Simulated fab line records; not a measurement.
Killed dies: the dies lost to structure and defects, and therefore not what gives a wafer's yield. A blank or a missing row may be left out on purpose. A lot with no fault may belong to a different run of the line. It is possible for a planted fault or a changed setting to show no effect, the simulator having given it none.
Code-filled problem report in 8D (eight disciplines) form    flow nand harc    the parts of the form that need people (team, actions taken, sign-off) are left out

== 1. THE ISSUE ==
At NHARC_P_STI_CD_MEAS_09, cd nm averages 82.7 nm over 6 wafers from 2 lots, while fault-free wafers read 199.4 nm, standard deviation 1.8. That puts it -65 standard deviations away from the usual mean.
The step: target cd 200 nm.
First seen on wafer L815.3, day 6 01:53, on cd sem-03. The record has a number at this step for 30 wafers belonging to 10 lots. Rule for "out" (also "out of limits"): further than 4 standard deviations from the usual mean. The rest of the wafers with a number are treated as sound.

== 2. WHAT THIS IS AND IS NOT ==
question                     is                      is not
which readings at this step  cd nm                   -
which lots                   L815, L817              L801, L803, L805, L806, L810, L818, L819, L822
which wafers of those lots   all that have a number  -
read on which gauges         cd sem-01, cd sem-03    cd sem-02
when                         from day 6 01:53        up to then (15 sound wafers); but 9 sound wafers of L818, L819, L822 came after

== 3. WHAT RULES OUT EACH SUSPECT ==
Counting: a tool stays on the suspect list if, at a process step up to the reading, it processed all lots that are out and no sound lot following the first of them.
- the gauge at NHARC_P_STI_CD_MEAS_09 is ruled out. Those wafers that are out were read across 2 gauges (cd sem-01, cd sem-03).
- krf scanner-02 at NHARC_P_STI_EXPOSE_06 (exposes mask P STI, target cd 200 nm): kept. It ran every lot that is out, first L815 (day 6 01:44), and no sound lot after that. Out on those wafers are its own readings of exposure dose mJ cm2.
Remaining after the count: krf scanner-02 at NHARC_P_STI_EXPOSE_06.

== 4. THE CAUSE (what the simulator had put in) ==
Process parameter drift: krf scanner-02, from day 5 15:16 on, at NHARC_P_STI_EXPOSE_06. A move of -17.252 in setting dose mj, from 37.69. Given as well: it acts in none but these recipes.
After counting, this tool was the only one left.

== 5. SEQUENCE OF EFFECTS, ordered by route ==
Rows list readings where the struck wafers' mean (over those with a number) sits beyond 3 standard deviations from the usual. Scope: only readings with a usual standard deviation given in the record; hours: median across lots of the time from each lot's start at the first step in this table that gives one to its start at this step; sigmas: change in usual standard deviations.
hours  step                     reading               usual     on struck wafers  change  sigmas
0      NHARC_P_STI_EXPOSE_06    exposure dose mJ cm2  37.66     22.16             -15.50  -99 or more
0      NHARC_P_STI_CD_MEAS_09   cd nm                 199.4 nm  82.7              -116.7  -65
1      NHARC_P_STI_CD_MEAS_16   cd nm                 198.9 nm  82.4              -116.5  -61
1      NHARC_P_STI_OCD_MEAS_17  trench foot cd nm     157.1 nm  40.8              -116.3  -61
418    NHARC_END_SORT_01        killed at periphery   3.0       645.8             +642.8  +99 or more
418    NHARC_END_SORT_01        killed dies           35        677               +642    +54
Process steps it contains:
- NHARC_P_STI_EXPOSE_06: exposes mask P STI, target cd 200 nm.

== 6. WHAT WOULD HAVE CAUGHT IT SOONER ==
11 hours passed between the start of the fault at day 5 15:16 and the first reading out of limits at a measuring or inspecting step in this record, taken at day 6 01:53.
The tool's own readings at NHARC_P_STI_EXPOSE_06 were out on every struck wafer that the step has a row for (exposure dose mJ cm2): an alarm limit on them would have fired on the first of those.
L817, from the lots that are out (2), started NHARC_P_STI_EXPOSE_06 on krf scanner-02 later than day 6 01:53. A hold on the tool at that time would have spared it.
